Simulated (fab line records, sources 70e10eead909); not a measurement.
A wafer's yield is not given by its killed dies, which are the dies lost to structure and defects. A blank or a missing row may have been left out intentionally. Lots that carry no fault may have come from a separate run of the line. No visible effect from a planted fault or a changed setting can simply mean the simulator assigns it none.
Which tool was responsible?	flow nand_harc	12 lots with 36 wafers sampled at 5 steps, on a route of 1302 steps

## WHAT EACH GAUGE READ, for each wafer
NHARC_END_SORT_01. Usual: defect_limited_yield 91.0 % (standard deviation 2.8); killed_at_array 56 (standard deviation 19); killed_at_other 0.6 (standard deviation 1); killed_at_periphery 3.9 (standard deviation 2.7); killed_dies 61 (standard deviation 19); killed_open 3.3 (standard deviation 1.9); killed_short 2.4 (standard deviation 1.7).
lot	measured	on	defect_limited_yield (%)	killed_at_array	killed_at_other	killed_at_periphery	killed_dies	killed_open	killed_short	flag
L419	day 27 14:01	prober-01	93.1 92.5 92.6	45 47 45	0 0 1	2 4 4	47 51 50	2 2 1	2 2 4	
L422	day 28 18:31	prober-02	0 0 0	71 87 65	2 1 2	604 589 610	677 677 677	2 6 2	4 5 0	OFF
L423	day 29 12:00	prober-01	0 0 0	38 36 41	0 0 0	639 641 636	677 677 677	2 6 5	0 3 2	OFF
L424	day 29 20:11	prober-01	90.7 90.3 90.5	57 61 59	2 0 2	4 5 3	63 66 64	5 3 3	3 1 1	

## EACH LOT AND THE TOOL THAT RAN IT (in order: tool; ch and the chambers of the sampled wafers; start)
lot	NHARC_P_M2_PVD_20	NHARC_P_BONDPAD_CMP_32	NHARC_P_BONDPAD_ETCH_37	NHARC_P_BONDPAD_PRE_CLEAN_26
L412	pvd_sputter-02, day 6 13:59 or earlier	cmp-04 ch 0,1,3, day 6 13:59	rie_diel-09 ch 0,2, day 6 15:05	pvd_sputter-03, no start
L413	pvd_sputter-02, day 7 04:16 or earlier	cmp-02 ch 0,2,3, day 7 04:16	rie_diel-01 ch 0,1,2, day 7 05:44	pvd_sputter-03, no start
L414	pvd_sputter-02, day 7 07:04 or earlier	cmp-02 ch 0,1,3, day 7 07:04	rie_diel-12 ch 0,3, day 7 08:01	pvd_sputter-03, no start
L417	pvd_sputter-01, day 8 13:49 or earlier	cmp-01 ch 2,3, day 8 13:49	rie_diel-09 ch 0,2,3, day 8 14:47	pvd_sputter-01, no start
L418	pvd_sputter-03, day 9 01:10 or earlier	cmp-01 ch 0,1,2, day 9 01:10	rie_diel-12 ch 0,3, day 9 02:20	pvd_sputter-03, no start
L419	pvd_sputter-03, day 9 09:07 or earlier	cmp-02 ch 1,2,3, day 9 09:07	rie_diel-12 ch 0,3, day 9 10:10	pvd_sputter-01, day 27 14:01 or earlier
L422	pvd_sputter-03, day 10 21:58 or earlier	cmp-02 ch 0,1,3, day 10 21:58	rie_diel-12 ch 0,2,3, day 10 23:04	pvd_sputter-03, day 28 18:31 or earlier
L423	pvd_sputter-01, day 11 03:35 or earlier	cmp-02 ch 0,1,3, day 11 03:35	rie_diel-01 ch 0,1, day 11 04:43	pvd_sputter-03, day 29 12:00 or earlier
L424	pvd_sputter-01, day 11 16:20 or earlier	cmp-01 ch 0,2,3, day 11 16:20	rie_diel-12 ch 0,1,3, day 11 17:27	pvd_sputter-02, day 29 20:11 or earlier
L431	pvd_sputter-01, day 14 11:21 or earlier	cmp-01 ch 0,2,3, day 14 11:21	rie_diel-12 ch 1,2, day 14 12:28	pvd_sputter-01, no start
L433	pvd_sputter-02, day 15 07:01 or earlier	cmp-02 ch 1,2,3, day 15 07:01	rie_diel-01 ch 0,1, day 15 08:00	pvd_sputter-02, no start
L435	pvd_sputter-02, day 15 23:50 or earlier	cmp-02 ch 0,1,3, day 15 23:50	rie_diel-12 ch 0,2,3, day 16 00:50	pvd_sputter-02, no start
- NHARC_P_M2_PVD_20: deposits TaN, target thk 5 nm, time 8.06 s.
- NHARC_P_BONDPAD_CMP_32: polishes SiCN, target thk 200 nm.
- NHARC_P_BONDPAD_ETCH_37: etches the open film in N2/H2, target depth 60 nm, overetch 18 nm, time 65.91 s.
- NHARC_P_BONDPAD_PRE_CLEAN_26: time 30 s.

## AS READ BY THE TOOLS THEMSELVES (means over the sampled wafers that have a number; for cases with no such wafer, the mark the record gives instead)
NHARC_P_M2_PVD_20. Usual: chamber_pressure_pa 0.12003 Pa, standard deviation 0.00023; throttle_valve_pct 30.1 %, standard deviation 0.83.
lot	tool	chamber_pressure_pa (Pa)	throttle_valve_pct (%)	flag
L412	pvd_sputter-02	0.11978	29.8	
L413	pvd_sputter-02	0.11982	30.3	
L414	pvd_sputter-02	0.12006	29.8	
L417	pvd_sputter-01	0.11995	30.9	
L418	pvd_sputter-03	0.12016	29.9	
L419	pvd_sputter-03	0.12036	30.0	
L422	pvd_sputter-03	0.11985	30.6	
L423	pvd_sputter-01	0.11995	29.5	
L424	pvd_sputter-01	0.11992	29.7	
L431	pvd_sputter-01	0.12019	28.7	
L433	pvd_sputter-02	0.11998	30.1	
L435	pvd_sputter-02	0.12017	30.5	

NHARC_P_BONDPAD_CMP_32. Usual: motor_current_A at 11.6 A, with a standard deviation of 1.1.
lot	tool	motor_current_A (A)	flag
L412	cmp-04	12.0	
L413	cmp-02	11.1	
L414	cmp-02	11.3	
L417	cmp-01	11.8	
L418	cmp-01	10.9	
L419	cmp-02	11.4	
L422	cmp-02	11.2	
L423	cmp-02	10.9	
L424	cmp-01	11.4	
L431	cmp-01	11.4	
L433	cmp-02	11.8	
L435	cmp-02	11.2	

NHARC_P_BONDPAD_ETCH_37. Usual: bias_w 150.0 W (standard deviation 0.42); chamber_pressure_mTorr 29.995 mTorr (standard deviation 0.028); drypump_motor_current_A 5.5 A (standard deviation 0.4); oes_product_au 1.002 a.u. (standard deviation 0.011); rf_vpp_V 431.7 V (standard deviation 2.4); showerhead_plenum_p_Torr 2.09 Torr (standard deviation 0.084); throttle_valve_pct 14.172 % (standard deviation 0.01).
lot	tool	bias_w (W)	chamber_pressure_mTorr (mTorr)	drypump_motor_current_A (A)	oes_product_au (a.u.)	rf_vpp_V (V)	showerhead_plenum_p_Torr (Torr)	throttle_valve_pct (%)	flag
L412	rie_diel-09	150.2	29.989	5.4	1.001	427.7	1.96	14.176	
L413	rie_diel-01	149.8	30.005	5.5	0.998	432.1	2.08	14.182	
L414	rie_diel-12	149.5	29.962	5.4	0.990	433.0	2.12	14.168	
L417	rie_diel-09	150.2	29.985	5.7	1.004	429.8	2.02	14.162	
L418	rie_diel-12	149.7	29.978	5.4	0.996	433.2	2.12	14.182	
L419	rie_diel-12	149.9	29.992	5.4	0.991	432.8	2.12	14.163	
L422	rie_diel-12	-	-	-	-	-	-	-	OFF
L423	rie_diel-01	-	-	-	-	-	-	-	OFF
L424	rie_diel-12	149.7	30.010	5.6	0.996	433.2	2.14	14.176	
L431	rie_diel-12	150.0	30.010	5.2	1.008	432.9	2.14	14.167	
L433	rie_diel-01	150.1	30.005	5.6	1.015	431.7	2.09	14.177	
L435	rie_diel-12	149.7	29.967	5.3	1.001	432.2	2.12	14.173	

NHARC_P_BONDPAD_PRE_CLEAN_26. Usual: heater_power_w at 426 W, with a standard deviation of 42.
lot	tool	heater_power_w (W)	flag
L412	pvd_sputter-03	431	
L413	pvd_sputter-03	419	
L414	pvd_sputter-03	441	
L417	pvd_sputter-01	412	
L418	pvd_sputter-03	452	
L419	pvd_sputter-01	401	
L422	pvd_sputter-03	467	
L423	pvd_sputter-03	434	
L424	pvd_sputter-02	451	
L431	pvd_sputter-01	395	
L433	pvd_sputter-02	385	
L435	pvd_sputter-02	385	

## THE ANSWER, worked out from the rows above alone
Rule: a lot is off if the mean of its wafers that have a number lies more than 3 standard deviations from the usual mean. A lot without any number at a reading at which 4 lots or more have one is off too. Where the step has rows for the other lots, those lots are counted as sound. Order of review: gauges by route order, followed by the tools' own readings, for which a lot's mean as printed above is used. The first step at which some lot is off is used, and at that step the reading that is off furthest; a lot without a number counts as furthest.
Off: L422, L423 (NHARC_END_SORT_01, killed_at_periphery). Neither off nor sound, because the step has no rows for them: L412, L413, L414, L417, L418, L431, L433, L435.
If a tool, at a process step before that reading, ran all the lots that are off and no sound lot after the first of them, it fits. Not tried: the gauges at NHARC_END_SORT_01; whatever is off there is also off at NHARC_P_BONDPAD_ETCH_37, on other tools, and gauge error can't account for it. Because NHARC_P_M2_PVD_20 lacks a start for some lots, the hours and order of its lots are taken from NHARC_P_BONDPAD_CMP_32. Because NHARC_P_BONDPAD_PRE_CLEAN_26 lacks a start for some lots, the hours and order of its lots are taken from NHARC_END_SORT_01. 2 tools fit, cmp-02 at NHARC_P_BONDPAD_CMP_32 and pvd_sputter-03 at NHARC_P_BONDPAD_PRE_CLEAN_26, so this cannot tell which one it is.

## WHAT THE SIMULATOR HAD PUT IN
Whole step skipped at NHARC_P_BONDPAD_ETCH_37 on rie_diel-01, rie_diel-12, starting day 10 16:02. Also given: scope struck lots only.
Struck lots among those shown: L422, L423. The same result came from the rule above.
